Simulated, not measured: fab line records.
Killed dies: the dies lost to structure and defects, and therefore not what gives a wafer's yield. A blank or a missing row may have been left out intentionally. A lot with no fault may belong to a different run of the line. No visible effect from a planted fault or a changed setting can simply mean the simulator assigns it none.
Which tool did it?    flow n5 finfet    at 1 step of a route of 1938, 23 lots with 69 wafers sampled

## WHAT EACH GAUGE READ, for each wafer
N5_BEOL_M7_THK_MEAS_53: measures by xrf. Usual: for M7_THK the level is 78.2 nm and the standard deviation is 2.2.
lot   measured      on             M7_THK (nm)     flag
L074  day 9 10:36   film metro-01  79.9 77.1 78.3  
L075  day 10 04:37  film metro-02  82.9 81.1 80.3  
L076  day 11 00:22  film metro-02  78.6 78.3 79.1  
L077  day 11 02:32  film metro-01  76.2 77.1 77.7  
L079  day 11 03:15  film metro-01  74.2 73.8 79.3  
L078  day 11 20:58  film metro-02  81.8 79.8 79.1  
L081  day 12 06:21  film metro-01  77.0 78.4 76.8  
L082  day 12 07:55  film metro-02  76.9 81.4 76.6  
L080  day 12 08:11  film metro-01  75.7 76.5 77.0  
L084  day 12 11:59  film metro-01  78.5 76.0 77.9  
L083  day 12 13:10  film metro-02  80.7 81.5 80.7  
L087  day 12 15:00  film metro-01  78.9 76.2 81.7  
L085  day 12 18:17  film metro-02  78.1 79.6 76.6  
L086  day 13 12:11  film metro-02  79.5 77.5 77.6  
L088  day 13 21:48  film metro-02  77.5 77.8 78.0  
L091  day 14 04:31  film metro-01  78.1 78.4 79.4  
L092  day 15 01:50  film metro-01  77.9 74.8 74.8  
L094  day 15 05:29  film metro-01  76.1 74.6 74.0  
L093  day 15 13:07  film metro-01  77.6 75.8 76.3  
L090  day 15 14:44  film metro-02  77.4 77.0 82.5  
L095  day 15 14:53  film metro-01  75.4 75.1 79.2  
L096  day 16 00:35  film metro-02  78.4 81.9 82.2  
L097  day 16 10:03  film metro-01  77.8 79.9 77.3  

## EACH LOT AND THE TOOL THAT RAN IT (in order: tool; ch and the chambers of the sampled wafers; start)
Before these readings, the record contains no process step.

## AS READ BY THE TOOLS THEMSELVES (means over the sampled wafers that have a number; for cases with no such wafer, the mark the record gives instead)
The record holds no such reading with a usual standard deviation.

## THE ANSWER, worked out from the rows above alone
Rule: take the mean of a lot's wafers that have a number; if it is more than 3 standard deviations from the usual mean, the lot is off. Also off: a lot with no number at a reading for which 4 or more lots have one. Where the step has rows for the other lots, those lots are counted as sound. First the gauges in route order, then the tools' own readings, where a lot's mean is used as printed above. The first step at which some lot is off is used, and at that step the reading that is off furthest; a lot without a number counts as furthest.
No lot is off at any reading shown: from this, nothing can be told.

## WHAT THE SIMULATOR PUT IN
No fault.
